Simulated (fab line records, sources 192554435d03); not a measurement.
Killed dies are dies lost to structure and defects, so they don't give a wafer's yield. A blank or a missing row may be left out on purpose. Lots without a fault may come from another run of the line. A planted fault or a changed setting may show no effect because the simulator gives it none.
Split-lot experiment | flow n5_finfet | 7 lots, 39 wafers read, on a route of 1938 steps

THE SPLIT
At N5_DUMMY_GATE_ETCH_37 (etches SOC in N2/H2, target depth 60 nm, overetch 30 nm), the setting source_w was moved away from the recipe's 840 W on 12 of the 39 wafers read, by +7.9% to +15.6%. The other wafers ran this setting at the recipe's value.

The reading is taken at the split's own step.

THE READING
rf_vpp_V, in V, at N5_DUMMY_GATE_ETCH_37 (etches SOC in N2/H2, target depth 60 nm, overetch 30 nm). Fault-free wafers of this fab line usually give 524.1 V, standard deviation 2 V.

wafer  | tool, chamber at the split | source_w as run, W | against the recipe | rf_vpp_V, V | against lot-mates on the recipe
L078.1 | rie_diel-02, 2             | 925.1              | +10.1%             | 507.6       | -16.2
L078.2 | rie_diel-02, 3             | 840                | recipe             | 521.7       | -
L078.3 | rie_diel-02, 1             | 925.1              | +10.1%             | 507.8       | -16.0
L078.4 | rie_diel-02, 0             | 925.1              | +10.1%             | 509.7       | -14.1
L078.5 | rie_diel-02, 2             | 840                | recipe             | 525.5       | -
L078.6 | rie_diel-02, 3             | 840                | recipe             | 524.2       | -
L084.1 | rie_diel-06, 0             | 840                | recipe             | 523.0       | -
L084.2 | rie_diel-06, 1             | 963.4              | +14.7%             | 499.7       | -23.6
L084.3 | rie_diel-06, 2             | 963.4              | +14.7%             | 503.2       | -20.1
L084.4 | rie_diel-06, 3             | 840                | recipe             | 525.8       | -
L084.5 | rie_diel-06, 3             | 963.4              | +14.7%             | 501.7       | -21.6
L084.6 | rie_diel-06, 0             | 840                | recipe             | 521.0       | -
L090.1 | rie_diel-05, 2             | 840                | recipe             | 526.4       | -
L090.2 | rie_diel-05, 1             | 906.4              | +7.9%              | 513.8       | -9.3
L090.3 | rie_diel-05, 0             | 906.4              | +7.9%              | 510.3       | -12.8
L090.4 | rie_diel-05, 3             | 840                | recipe             | 522.6       | -
L090.5 | rie_diel-05, 3             | 906.4              | +7.9%              | 510.1       | -13.0
L090.6 | rie_diel-05, 0             | 840                | recipe             | 520.4       | -
L092.1 | rie_diel-06, 0             | 840                | recipe             | 521.7       | -
L092.2 | rie_diel-06, 1             | 840                | recipe             | 521.4       | -
L092.3 | rie_diel-06, 2             | 840                | recipe             | 526.7       | -
L092.4 | rie_diel-06, 3             | 840                | recipe             | 527.8       | -
L092.5 | rie_diel-06, 0             | 840                | recipe             | 521.4       | -
L092.6 | rie_diel-06, 1             | 840                | recipe             | 522.9       | -
L093.3 | rie_diel-05, 0             | 840                | recipe             | 521.9       | -
L093.4 | rie_diel-05, 3             | 840                | recipe             | 524.0       | -
L093.6 | rie_diel-05, 1             | 840                | recipe             | 526.1       | -
L096.1 | rie_diel-02, 2             | 840                | recipe             | 522.6       | -
L096.2 | rie_diel-02, 1             | 971.4              | +15.6%             | 496.9       | -28.2
L096.3 | rie_diel-02, 0             | 840                | recipe             | 526.6       | -
L096.4 | rie_diel-02, 0             | 840                | recipe             | 526.0       | -
L096.5 | rie_diel-02, 1             | 971.4              | +15.6%             | 496.2       | -28.9
L096.6 | rie_diel-02, 2             | 971.4              | +15.6%             | 499.3       | -25.8
L097.1 | rie_diel-05, 3             | 840                | recipe             | 523.7       | -
L097.2 | rie_diel-05, 0             | 840                | recipe             | 522.0       | -
L097.3 | rie_diel-05, 2             | 840                | recipe             | 525.3       | -
L097.4 | rie_diel-05, 1             | 840                | recipe             | 524.9       | -
L097.5 | rie_diel-05, 0             | 840                | recipe             | 524.2       | -
L097.6 | rie_diel-05, 3             | 840                | recipe             | 522.9       | -

THE FIT
A straight line over all 39 wafers: rf_vpp_V changes by -1.59 V for each +1% of source_w; r = -0.98; the points scatter about the line by 2 V.
The same after taking each lot's own level away (the mean of its wafers on the recipe; 39 wafers): -1.61 V for each +1%; r = -0.98; scatter 2.1 V.
On that fit, the largest move of source_w shifts the reading by 25 V.
The lots' own levels span 523.13 to 525.07 V, that is 1.0 times the standard deviation above.
So the lot-to-lot level changes the slope little: the two slopes agree.
Check: with one of the wafers moved furthest among these (+15.6%) left out of the fit, the line predicts -24.5 V for it against its lot-mates. It came out at -28.2 V against them.
Tool readings at the split's step, against how far the setting was moved: rf_vpp_V r = -0.98.

OTHER SPLITS ON THESE WAFERS
These wafers also went through other splits before the reading. Each is held against what the fit with the lots' levels taken away leaves over:
other split on the same wafers        | wafers away from the commonest value | r with rf_vpp_V (lot level and that fit taken away)
N5_FIN_SAQP_HM_DEP_72 time_s          | 15                                   | +0.28
N5_FIN_SAQP_SPACER1_ALD_24 temp_c     | 15                                   | -0.01
N5_FIN_CUT_CUT_ETCH_26 target_depth_a | 12                                   | -0.06
N5_FIN_CUT_CUT_ETCH_15 target_depth_a | 15                                   | -0.22

THE FILE'S OWN FIT
rf_vpp_V changes by -1.6 V for each +1% of source_w, r = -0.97.
